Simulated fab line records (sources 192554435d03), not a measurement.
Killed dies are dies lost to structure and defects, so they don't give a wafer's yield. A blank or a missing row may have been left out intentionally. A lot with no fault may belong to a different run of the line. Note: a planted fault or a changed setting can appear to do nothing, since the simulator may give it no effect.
The tool behind it: which one? ; flow n5 finfet ; Sampling: 9 lots, 26 wafers, 5 of 1938 route steps

WHAT THE GAUGES SHOWED, per wafer
N5_BEOL_M15_THK_MEAS_01.
lot;measured;on;M15_ILD_THK (nm)
L605;day 11 17:23;film metro-02;1621 1651 1637
L607;day 12 19:13;film metro-02;1618 1629 1641
L608;day 12 19:29;film metro-01;1625 1645 1621
L611;day 13 21:53;film metro-01;1634 1662 1676
L614;day 14 12:33;film metro-02;1604 1589 1619
L616;day 15 01:54;film metro-02;1598 2429 2460
L620;day 15 11:32;film metro-01;1581 2435 2428
L624;day 17 13:20;film metro-02;1613 1623
L626;day 17 21:25;film metro-01;1605 1634 1640

TOOL THAT RAN EACH LOT (tool first, then ch and the chambers of the sampled wafers, then the start)
lot;N5_BEOL_M14_STRIP_37;N5_BEOL_M14_ETCH_38;N5_BEOL_M14_SPUTTER_44;N5_BEOL_M15_ILD_DEP_00
L605;rie diel-03 ch 0,1,2, day 11 13:09;rie diel-03 ch 0,1,2, day 11 14:05 or earlier;pvd sputter-02, day 11 14:05;pecvd-04 ch 1,2, day 11 17:08
L607;rie diel-02 ch 0,1,2, day 12 16:59;rie diel-02 ch 0,1,2, day 12 17:38 or earlier;pvd sputter-02, day 12 17:38;pecvd-03 ch 1,2, day 12 18:58
L608;rie diel-02 ch 1,3, day 12 17:09;rie diel-02 ch 1,3, day 12 17:43 or earlier;pvd sputter-01, day 12 17:43;pecvd-03 ch 0,1,2, day 12 19:14
L611;rie diel-03 ch 1,2, day 13 19:38;rie diel-03 ch 1,2, day 13 20:26 or earlier;pvd sputter-02, day 13 20:26;pecvd-04 ch 0,1, day 13 21:38
L614;rie diel-01 ch 0,1,3, day 14 10:04;rie diel-01 ch 0,1,3, day 14 10:44 or earlier;pvd sputter-01, day 14 10:44;pecvd-04 ch 0,1,2, day 14 12:18
L616;rie diel-01 ch 1,2,3, day 14 23:40;rie diel-01 ch 1,2,3, day 15 00:26 or earlier;pvd sputter-03, day 15 00:26;pecvd-03 ch 0,2, day 15 01:39
L620;rie diel-03 ch 0,2,3, day 15 09:19;rie diel-03 ch 0,2,3, day 15 10:00 or earlier;pvd sputter-03, day 15 10:00;pecvd-03 ch 0,2, day 15 11:11
L624;rie diel-01 ch 1,2, day 17 11:07;rie diel-01 ch 1,2, day 17 11:52 or earlier;pvd sputter-01, day 17 11:52;pecvd-04 ch 1,2, day 17 13:05
L626;rie diel-03 ch 1,2,3, day 17 19:31;rie diel-03 ch 1,2,3, day 17 19:59 or earlier;pvd sputter-01, day 17 19:59;pecvd-04 ch 1,2, day 17 21:10
- N5_BEOL_M14_STRIP_37: strips in O2.
- N5_BEOL_M14_ETCH_38: etches SiCN in CF4/N2, target depth 106.5 nm, time 120.6 s.
- N5_BEOL_M14_SPUTTER_44: material Ta, target thk 15 nm, time 24.19 s.
- N5_BEOL_M15_ILD_DEP_00: deposits SiO2 from TEOS/O2, target thk 1629.3 nm, time 346.1 s.

THE ANSWER, worked out from the rows above alone
Rule: what is usual is taken from the lots themselves. Put in order of their means at a reading, lots are off if they are a third of the lots or fewer, leave a main group of 4 or more, and stand apart from it by a gap of 3 or more times the standard deviation of the main group's means; of several such gaps the widest counts. A main group whose means are all the same, to the digits that the tables above print for the reading, isn't used. Also off: a lot with no number at a reading for which 4 or more lots have one. The other lots that the step has rows for count as sound.
Off: L616, L620, at N5_BEOL_M15_THK_MEAS_01 (M15_ILD_THK). For the main group the mean is 1629 nm and the standard deviation 15.
If a tool, at a process step before that reading, ran all the lots that are off and no sound lot after the first of them, it fits. Gauges at N5_BEOL_M15_THK_MEAS_01: tried the same way as those tools. N5_BEOL_M14_ETCH_38 gives no start for some lots, so the hours and the order of its lots are those of N5_BEOL_M14_SPUTTER_44. This does not decide it: 2 tools fit, namely pvd sputter-03 at N5_BEOL_M14_SPUTTER_44 and pecvd-03 at N5_BEOL_M15_ILD_DEP_00.

WHAT THE SIMULATOR HAD PUT IN
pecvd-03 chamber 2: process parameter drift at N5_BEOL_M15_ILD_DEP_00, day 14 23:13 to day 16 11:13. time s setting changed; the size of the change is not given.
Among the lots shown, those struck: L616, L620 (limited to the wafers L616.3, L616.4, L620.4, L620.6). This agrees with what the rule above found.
